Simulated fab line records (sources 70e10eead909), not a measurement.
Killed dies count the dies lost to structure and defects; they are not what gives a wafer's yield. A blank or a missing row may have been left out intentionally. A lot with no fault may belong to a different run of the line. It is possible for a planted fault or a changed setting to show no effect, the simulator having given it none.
What tool caused it? + flow nandHarc + 36 wafers from 12 lots sampled at 5 of the route's 1159 steps

== WHAT EACH GAUGE READ, for each wafer ==
NHARC_END_SORT_01.
| lot  | measured     | on        | defectLimitedYield (%) | killedAtArray | killedAtOther | killedAtPeriphery | killedDies | killedOpen | killedShort | sort_bin_2_pct (%) | sort_bin_3_pct (%) | sort_bin_4_pct (%) | sortNPass   | sortRimYieldPct (%) | sortYieldPct (%) |
|------|--------------|-----------|------------------------|---------------|---------------|-------------------|------------|------------|-------------|--------------------|--------------------|--------------------|-------------|---------------------|------------------|
| L924 | day 19 22:36 | prober-02 | 94.7 93.5 93.4         | 33 40 40      | 0 1 0         | 3 3 5             | 36 44 45   | 3 5 4      | 4 3 3       | 1.9 3.1 1.2        | 0.30 0.44 0.30     | 3.1 3.0 5.2        | 641 633 632 | 96.2 97.2 94.3      | 94.7 93.5 93.4   |
| L922 | day 20 03:44 | prober-01 | 95.7 97.2 96.8         | 29 18 21      | 0 0 0         | 0 1 1             | 29 19 22   | 5 5 2      | 3 0 1       | 1.0 0.9 0.7        | 0 0 0              | 3.2 1.9 2.5        | 648 658 655 | 97.2 97.2 95.3      | 95.7 97.2 96.8   |
| L926 | day 20 12:37 | prober-02 | 96.5 96.6 96.6         | 20 18 18      | 0 0 0         | 4 5 5             | 24 23 23   | 5 4 5      | 2 3 2       | 1.5 1.0 1.3        | 0.30 0.30 0        | 1.8 2.1 2.1        | 653 654 654 | 96.2 95.3 95.3      | 96.5 96.6 96.6   |
| L925 | day 20 18:34 | prober-01 | 94.4 94.2 95.7         | 37 37 29      | 0 1 0         | 1 1 0             | 38 39 29   | 3 3 0      | 1 1 0       | 1.2 1.8 0.9        | 0.15 0.30 0.15     | 4.3 3.7 3.2        | 639 638 648 | 95.3 93.4 95.3      | 94.4 94.2 95.7   |
| L928 | day 20 21:58 | prober-02 | 94.8 95.4 94.8         | 33 25 32      | 0 0 0         | 2 6 3             | 35 31 35   | 6 4 6      | 1 3 1       | 1.6 1.0 1.6        | 0.15 0.15 0        | 3.4 3.4 3.5        | 642 646 642 | 97.2 97.2 99.1      | 94.8 95.4 94.8   |
| L931 | day 21 17:55 | prober-01 | 97.3 96.6 97.6         | 13 15 13      | 0 0 0         | 5 8 3             | 18 23 16   | 4 2 2      | 2 0 1       | 0.4 1.5 0.7        | 0 0.30 0           | 2.2 1.6 1.6        | 659 654 661 | 98.1 96.2 98.1      | 97.3 96.6 97.6   |
| L937 | day 22 20:50 | prober-02 | 84.0 95.7 96.6         | 106 25 19     | 0 1 0         | 2 3 4             | 108 29 23  | 2 2 2      | 2 4 2       | 5.8 1.3 1.0        | 5.61 0.30 0.15     | 4.6 2.7 2.2        | 569 648 654 | 95.3 98.1 99.1      | 84.0 95.7 96.6   |
| L940 | day 24 01:49 | prober-02 | 94.4 95.6 95.7         | 25 27 22      | 3 0 1         | 10 3 6            | 38 30 29   | 3 2 2      | 4 0 4       | 1.0 1.3 0.9        | 0.44 0.59 0.15     | 4.1 2.5 3.2        | 639 647 648 | 98.1 99.1 99.1      | 94.4 95.6 95.7   |
| L939 | day 23 18:00 | prober-02 | 95.4 96.2 95.9         | 26 24 27      | 0 0 0         | 5 2 1             | 31 26 28   | 8 5 6      | 0 1 1       | 1.5 1.2 1.2        | 0.30 0.15 0.30     | 2.8 2.5 2.7        | 646 651 649 | 95.3 95.3 92.5      | 95.4 96.2 95.9   |
| L941 | day 24 02:41 | prober-01 | 95.3 96.0 94.8         | 27 26 31      | 0 0 1         | 5 1 3             | 32 27 35   | 4 6 2      | 0 2 1       | 1.2 0.6 1.8        | 0.30 0.15 0.44     | 3.2 3.2 3.0        | 645 650 642 | 95.3 97.2 92.5      | 95.3 96.0 94.8   |
| L943 | day 24 09:41 | prober-01 | 94.7 95.3 94.7         | 33 25 35      | 0 0 0         | 3 7 1             | 36 32 36   | 2 2 1      | 0 2 2       | 2.1 1.2 1.8        | 0.30 0.15 0.30     | 3.0 3.4 3.2        | 641 645 641 | 99.1 98.1 99.1      | 94.7 95.3 94.7   |
| L944 | day 24 18:07 | prober-02 | 92.2 93.4 92.6         | 53 41 49      | 0 0 0         | 0 4 1             | 53 45 50   | 2 7 6      | 0 1 2       | 2.2 1.6 2.2        | 0.15 0.89 0.30     | 5.5 4.1 4.9        | 624 632 627 | 93.4 94.3 93.4      | 92.2 93.4 92.6   |

== TOOL THAT RAN EACH LOT (tool first, then ch and the chambers of the sampled wafers, then the start) ==
| lot  | NHARC_A_BONDPAD_PVD_27      | NHARC_THIN_TSV_STRIP_62             | NHARC_THIN_TSV_DEGAS_49     | NHARC_THIN_TSV_PRE_CLEAN_54 |
|------|-----------------------------|-------------------------------------|-----------------------------|-----------------------------|
| L924 | pvdSputter-03, day 18 13:02 | plasmaAsher-01 ch 0,1, day 19 07:59 | pvdSputter-02, day 19 08:06 | pvdSputter-02, day 19 10:25 |
| L922 | pvdSputter-03, day 18 15:05 | plasmaAsher-01 ch 0, day 19 09:17   | pvdSputter-02, day 19 09:25 | pvdSputter-01, day 19 11:30 |
| L926 | pvdSputter-01, day 18 20:13 | plasmaAsher-01 ch 0,1, day 19 16:04 | pvdSputter-01, day 19 16:16 | pvdSputter-03, day 19 18:20 |
| L925 | pvdSputter-03, day 19 04:34 | plasmaAsher-02 ch 1, day 19 23:34   | pvdSputter-02, day 19 23:45 | pvdSputter-01, day 20 01:50 |
| L928 | pvdSputter-03, day 19 10:08 | plasmaAsher-02 ch 0,1, day 20 01:47 | pvdSputter-02, day 20 01:54 | pvdSputter-02, day 20 03:58 |
| L931 | pvdSputter-02, day 20 08:16 | plasmaAsher-01 ch 0,1, day 21 00:04 | pvdSputter-02, day 21 00:15 | pvdSputter-02, day 21 02:18 |
| L937 | pvdSputter-01, day 21 12:13 | plasmaAsher-02 ch 0,1, day 22 05:28 | pvdSputter-03, day 22 05:38 | pvdSputter-03, day 22 07:43 |
| L940 | pvdSputter-03, day 22 10:04 | plasmaAsher-01 ch 0,1, day 23 08:36 | pvdSputter-02, day 23 08:46 | pvdSputter-01, day 23 10:50 |
| L939 | pvdSputter-03, day 22 14:44 | plasmaAsher-01 ch 0,1, day 23 07:15 | pvdSputter-01, day 23 07:24 | pvdSputter-02, day 23 09:30 |
| L941 | pvdSputter-03, day 22 15:43 | plasmaAsher-01 ch 0,1, day 23 09:47 | pvdSputter-01, day 23 09:59 | pvdSputter-03, day 23 12:20 |
| L943 | pvdSputter-03, day 22 20:07 | plasmaAsher-01 ch 0,1, day 23 15:51 | pvdSputter-03, day 23 16:01 | pvdSputter-01, day 23 18:05 |
| L944 | pvdSputter-02, day 23 08:25 | plasmaAsher-01 ch 0,1, day 24 02:52 | pvdSputter-01, day 24 03:01 | pvdSputter-01, day 24 05:26 |
- NHARC_A_BONDPAD_PVD_27: deposits Cu, target thk 30 nm, time 20.49 s.
- NHARC_THIN_TSV_STRIP_62: strips in N2/H2, time 20 s.
- NHARC_THIN_TSV_DEGAS_49: time 120 s.
- NHARC_THIN_TSV_PRE_CLEAN_54: time 30 s.

== AS READ BY THE TOOLS THEMSELVES (means over the sampled wafers that have a number; for cases with no such wafer, the mark the record gives instead) ==
NHARC_A_BONDPAD_PVD_27.
| lot  | tool          | throttleValvePct (%) |
|------|---------------|----------------------|
| L924 | pvdSputter-03 | 29.8                 |
| L922 | pvdSputter-03 | 29.8                 |
| L926 | pvdSputter-01 | 30.2                 |
| L925 | pvdSputter-03 | 29.8                 |
| L928 | pvdSputter-03 | 29.9                 |
| L931 | pvdSputter-02 | 30.4                 |
| L937 | pvdSputter-01 | 30.0                 |
| L940 | pvdSputter-03 | 28.8                 |
| L939 | pvdSputter-03 | 29.4                 |
| L941 | pvdSputter-03 | 29.4                 |
| L943 | pvdSputter-03 | 28.7                 |
| L944 | pvdSputter-02 | 30.2                 |

NHARC_THIN_TSV_STRIP_62.
| lot  | tool           | drypumpMotorCurrentA (A) | heaterPowerW (W) |
|------|----------------|--------------------------|------------------|
| L924 | plasmaAsher-01 | 5.4                      | 384              |
| L922 | plasmaAsher-01 | 5.8                      | 377              |
| L926 | plasmaAsher-01 | 5.1                      | 398              |
| L925 | plasmaAsher-02 | 5.8                      | 323              |
| L928 | plasmaAsher-02 | 6.0                      | 334              |
| L931 | plasmaAsher-01 | 5.5                      | 389              |
| L937 | plasmaAsher-02 | 6.3                      | 349              |
| L940 | plasmaAsher-01 | 5.1                      | 399              |
| L939 | plasmaAsher-01 | 5.5                      | 395              |
| L941 | plasmaAsher-01 | 5.5                      | 385              |
| L943 | plasmaAsher-01 | 5.1                      | 403              |
| L944 | plasmaAsher-01 | 5.1                      | 401              |

NHARC_THIN_TSV_DEGAS_49.
| lot  | tool          | heaterPowerW (W) | susceptorTempC (C) |
|------|---------------|------------------|--------------------|
| L924 | pvdSputter-02 | 466              | -                  |
| L922 | pvdSputter-02 | 497              | 300.22             |
| L926 | pvdSputter-01 | 485              | 299.89             |
| L925 | pvdSputter-02 | 509              | 300.22             |
| L928 | pvdSputter-02 | 483              | 299.90             |
| L931 | pvdSputter-02 | 488              | 300.11             |
| L937 | pvdSputter-03 | 528              | 300.09             |
| L940 | pvdSputter-02 | 503              | 300.27             |
| L939 | pvdSputter-01 | 488              | 299.98             |
| L941 | pvdSputter-01 | 465              | 299.96             |
| L943 | pvdSputter-03 | 524              | 300.00             |
| L944 | pvdSputter-01 | 520              | 300.12             |

NHARC_THIN_TSV_PRE_CLEAN_54.
| lot  | tool          | heaterPowerW (W) | susceptorTempC (C) |
|------|---------------|------------------|--------------------|
| L924 | pvdSputter-02 | 433              | -                  |
| L922 | pvdSputter-01 | 430              | 280.05             |
| L926 | pvdSputter-03 | 441              | 279.99             |
| L925 | pvdSputter-01 | 401              | -                  |
| L928 | pvdSputter-02 | 421              | 280.12             |
| L931 | pvdSputter-02 | 436              | 280.00             |
| L937 | pvdSputter-03 | 458              | 280.10             |
| L940 | pvdSputter-01 | 381              | 279.96             |
| L939 | pvdSputter-02 | 451              | 279.83             |
| L941 | pvdSputter-03 | 436              | 279.95             |
| L943 | pvdSputter-01 | 400              | -                  |
| L944 | pvdSputter-01 | 433              | 280.01             |

== THE ANSWER, worked out from the rows above alone ==
Rule: usual is defined by the lots themselves. The widest of any qualifying gaps counts: lots, ordered by their means at a reading, are off when they make up no more than a third of the lots, leave a main group of 4 or more, and stand apart from it by 3 or more times the standard deviation of that group's means. Not used: any main group whose means are identical at the precision the tables above print for the reading. Also off: a lot with no number at a reading for which 4 or more lots have one. Any other lot the step has rows for is counted as sound. The gauges are gone through in route order, then the tools' own readings, and for those a lot's mean is taken as printed above. The first step at which some lot is off is used, and at that step the reading that is off furthest; a lot without a number counts as furthest.
Off: L937 (NHARC_END_SORT_01, sort_bin_3_pct). The main group has a mean of 0.23 % with a standard deviation of 0.13.
If a tool, at a process step before that reading, ran all the lots that are off and no sound lot after the first of them, it fits. The gauges at NHARC_END_SORT_01 aren't tried: what is off there is off at NHARC_THIN_TSV_STRIP_62 too, on other tools, and a gauge's error can't cause that. This does not decide it: 2 tools fit, namely pvdSputter-01 at NHARC_A_BONDPAD_PVD_27 and plasmaAsher-02 at NHARC_THIN_TSV_STRIP_62.

== WHAT THE SIMULATOR HAD INSERTED ==
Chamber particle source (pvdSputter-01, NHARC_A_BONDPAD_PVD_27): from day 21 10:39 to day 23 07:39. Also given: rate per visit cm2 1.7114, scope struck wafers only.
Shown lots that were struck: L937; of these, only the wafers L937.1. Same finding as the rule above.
